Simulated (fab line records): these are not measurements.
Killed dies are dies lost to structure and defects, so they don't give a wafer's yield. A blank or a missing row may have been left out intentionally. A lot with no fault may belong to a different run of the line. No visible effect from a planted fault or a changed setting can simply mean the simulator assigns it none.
Split-lot experiment | flow n5Finfet | on a route of 1938 steps: 7 lots, 21 wafers read

## THE SPLIT
At N5_DUMMY_GATE_COAT_35 (time 60 s, resist thk 10 nm), the setting spinRpm was moved away from the recipe's 1500 rpm on 8 of the 21 wafers read, by +6.1% to +9.5%. The other wafers ran this setting at the recipe's value.

Reading taken at the split's own step.

## THE READING
SiARC_of_DUMMY_GATE_COAT_35.thkNm (the simulator's own value, which no gauge read), in nm, at N5_DUMMY_GATE_COAT_35 (time 60 s, resist thk 10 nm). No usual value for it is given in the file.

wafer  | tool, chamber at the split | spinRpm as run, rpm | against the recipe | SiARC_of_DUMMY_GATE_COAT_35.thkNm, nm | against lot-mates on the recipe
L075.1 | lithoTrack-01, 0           | 1500                | recipe             | 10                                    | -
L075.3 | lithoTrack-01, 0           | 1591                | +6.1%              | 9.8                                   | -0.2
L075.5 | lithoTrack-01, 0           | 1591                | +6.1%              | 9.8                                   | -0.2
L081.4 | lithoTrack-02, 0           | 1500                | recipe             | 10                                    | -
L081.5 | lithoTrack-02, 0           | 1500                | recipe             | 10                                    | -
L081.6 | lithoTrack-02, 0           | 1500                | recipe             | 10                                    | -
L082.1 | lithoTrack-01, 0           | 1500                | recipe             | 10                                    | -
L082.4 | lithoTrack-01, 0           | 1608                | +7.2%              | 9.6                                   | -0.4
L082.5 | lithoTrack-01, 0           | 1608                | +7.2%              | 9.6                                   | -0.4
L085.2 | lithoTrack-03, 0           | 1591                | +6.1%              | 9.8                                   | -0.2
L085.6 | lithoTrack-03, 0           | 1591                | +6.1%              | 9.8                                   | -0.2
L085.4 | lithoTrack-03, 0           | 1500                | recipe             | 10                                    | -
L086.4 | lithoTrack-03, 0           | 1500                | recipe             | 10                                    | -
L086.5 | lithoTrack-03, 0           | 1500                | recipe             | 10                                    | -
L086.6 | lithoTrack-03, 0           | 1500                | recipe             | 10                                    | -
L089.4 | lithoTrack-01, 0           | 1643                | +9.5%              | 9.6                                   | -0.4
L089.5 | lithoTrack-01, 0           | 1643                | +9.5%              | 9.6                                   | -0.4
L089.6 | lithoTrack-01, 0           | 1500                | recipe             | 10                                    | -
L097.1 | lithoTrack-03, 0           | 1500                | recipe             | 10                                    | -
L097.2 | lithoTrack-03, 0           | 1500                | recipe             | 10                                    | -
L097.3 | lithoTrack-03, 0           | 1500                | recipe             | 10                                    | -

THE FIT
A straight line over all 21 wafers: SiARC_of_DUMMY_GATE_COAT_35.thkNm changes by -0.0425 nm for each +1% of spinRpm; r = -0.97; the points scatter about the line by 0.04 nm.
The same after taking each lot's own level away (the mean of its wafers on the recipe; 21 wafers): -0.0425 nm for each +1%; r = -0.97; scatter 0.04 nm.
The reading moves by 0.41 nm for the largest change in spinRpm, on that fit.
The lots' own levels span 10.00 to 10.00 nm.
The two slopes agree, so the slope changes little with the lot-to-lot level.
Check: for one of the wafers moved furthest among these (+9.5%), held out of the fit, the line's prediction against its lot-mates is -0.403 nm. It came out at -0.4 nm against them.

## THE OTHER SPLITS THESE WAFERS WENT THROUGH
Note: prior to the reading, these wafers also went through further splits. Each is held against what the fit with the lots' levels taken away leaves over:
other split on the same wafers      | wafers away from the commonest value | r with SiARC_of_DUMMY_GATE_COAT_35.thkNm (lot level and that fit taken away)
N5_WELL_APT_COAT_02 spinRpm         | 8                                    | -0.62
N5_WELL_APT_EXPOSE_05 doseMj        | 8                                    | -0.33
N5_WELL_APT_PEB_06 pebTimeS         | 8                                    | +0.13
N5_WELL_APT_DESCUM_13 timeS         | 2                                    | +0.01
N5_FIN_SAQP_EXPOSE_13 doseMj        | 10                                   | -0.26
N5_FIN_SAQP_DEVELOP_15 developTimeS | 7                                    | +0.16
N5_STI_FIN_REVEAL_ETCHBACK_08 timeS | 5                                    | +0.15
N5_DUMMY_GATE_PECVD_30 timeS        | 8                                    | -0.06

## THE FILE'S OWN FIT
SiARC_of_DUMMY_GATE_COAT_35.thkNm changes by -0.0422 nm for each +1% of spinRpm, r = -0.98.
